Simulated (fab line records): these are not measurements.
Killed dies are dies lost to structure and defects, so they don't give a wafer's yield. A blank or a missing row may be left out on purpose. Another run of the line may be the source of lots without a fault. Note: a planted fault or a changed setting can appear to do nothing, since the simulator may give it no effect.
Problem report, 8D (eight disciplines) form, completed by code    flow n5_finfet    the parts of the form that need people (team, actions taken, sign-off) are left out

== 1. THE ISSUE ==
Mean of cd_nm at N5_HKMG_FIN_CD_MEAS_49: 210.6 nm across 6 wafers in 2 lots; on wafers with no fault it is 202.6 nm (standard deviation 0.72). That puts it +11 standard deviations away from the usual mean.
The step: target cd 202 nm.
First seen on wafer L159.3, day 8 10:49, on cd_sem-02. At this step, 26 wafers from 9 lots have a number in the record. By rule, "out" or "out of limits" means more than 4 standard deviations away from the usual mean. All remaining wafers that have a number are taken as sound.

== 2. WHAT IT IS; WHAT IT IS NOT ==
question                     is                      is not
which readings at this step  cd_nm                   -
which lots                   L159, L160              L144, L146, L148, L153, L158, L163, L164
which wafers of those lots   all that have a number  -
read on which gauges         cd_sem-02               cd_sem-01, cd_sem-03
when                         from day 8 10:49        up to then (14 sound wafers); but 6 sound wafers of L163, L164 came after

== 3. THE SUSPECTS, EACH WITH WHAT RULES IT OUT ==
Counting: any tool at a process step up to the reading is kept as a suspect provided that every lot that is out went through it and no sound lot did after the first of them.
- the gauge at N5_HKMG_FIN_CD_MEAS_49 has been ruled out. All the wafers that are out were read on cd_sem-02, but those of them that N5_HKMG_FIN_EXPOSE_46 has rows for are out there too, on other tools.
- rie_si-04 at N5_SDB_CUT_ETCH_26 (etches Si in HBr/Cl2/O2, target depth 129.6 nm, bt time 20 s, time 51.8 s): ruled out as a lasting fault. After its first lot that is out, L159 (day 8 06:02), sound lots L163 ran on it.
- arfi_scanner-01 at N5_HKMG_FIN_EXPOSE_46 (exposes mask NDIPOLE): kept. Every lot that is out went through it, starting with L159 (day 8 10:42), and after that it ran no sound lot; the last sound lot it ran before then is L148 (day 5 19:13). Its own exposure_dose_mJ_cm2 readings are out on those wafers.
After counting, what remains is arfi_scanner-01 at N5_HKMG_FIN_EXPOSE_46.

== 4. THE CAUSE (what the simulator had put in) ==
Process parameter drift: arfi_scanner-01, from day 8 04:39 on, at N5_HKMG_FIN_EXPOSE_46. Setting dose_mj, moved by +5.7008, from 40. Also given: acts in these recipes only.
Only this tool survived the counting.

== 5. SEQUENCE OF EFFECTS, ordered by route ==
Each row: a reading where the mean over the struck wafers with a number is more than 3 standard deviations away from the usual. Only readings whose record carries a usual standard deviation are examined. hours: median over the lots of the time between each lot's start at the first step of this table that gives one and its start at this step. sigmas: the change, counted in usual standard deviations.
hours  step                    reading               usual     on struck wafers  change  sigmas
0      N5_HKMG_FIN_EXPOSE_46   exposure_dose_mJ_cm2  40.17     45.60             +5.43   +22
0      N5_HKMG_FIN_CD_MEAS_49  cd_nm                 202.6 nm  210.6             +8.0    +11
Here are the process steps it includes:
- N5_HKMG_FIN_EXPOSE_46: exposes mask NDIPOLE.
At these later measuring or inspecting steps, every struck wafer for which the step has a row has a number for every such reading, and none has moved that far: N5_BEOL_M4_RC_MEAS_101.

== 6. WHAT WOULD HAVE CAUGHT IT SOONER ==
Counted from the fault's start at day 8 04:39, it took 6 hours until the first out-of-limits reading at a measuring or inspecting step in this record, taken at day 8 10:49.
The tool's own readings at N5_HKMG_FIN_EXPOSE_46 were out on every struck wafer that the step has a row for (exposure_dose_mJ_cm2): an alarm limit on them would have fired on the first of those.
Lots out: 2; of these, L160 started N5_HKMG_FIN_EXPOSE_46 on arfi_scanner-01 after day 8 10:49. Putting the tool on hold at that point would have spared it.
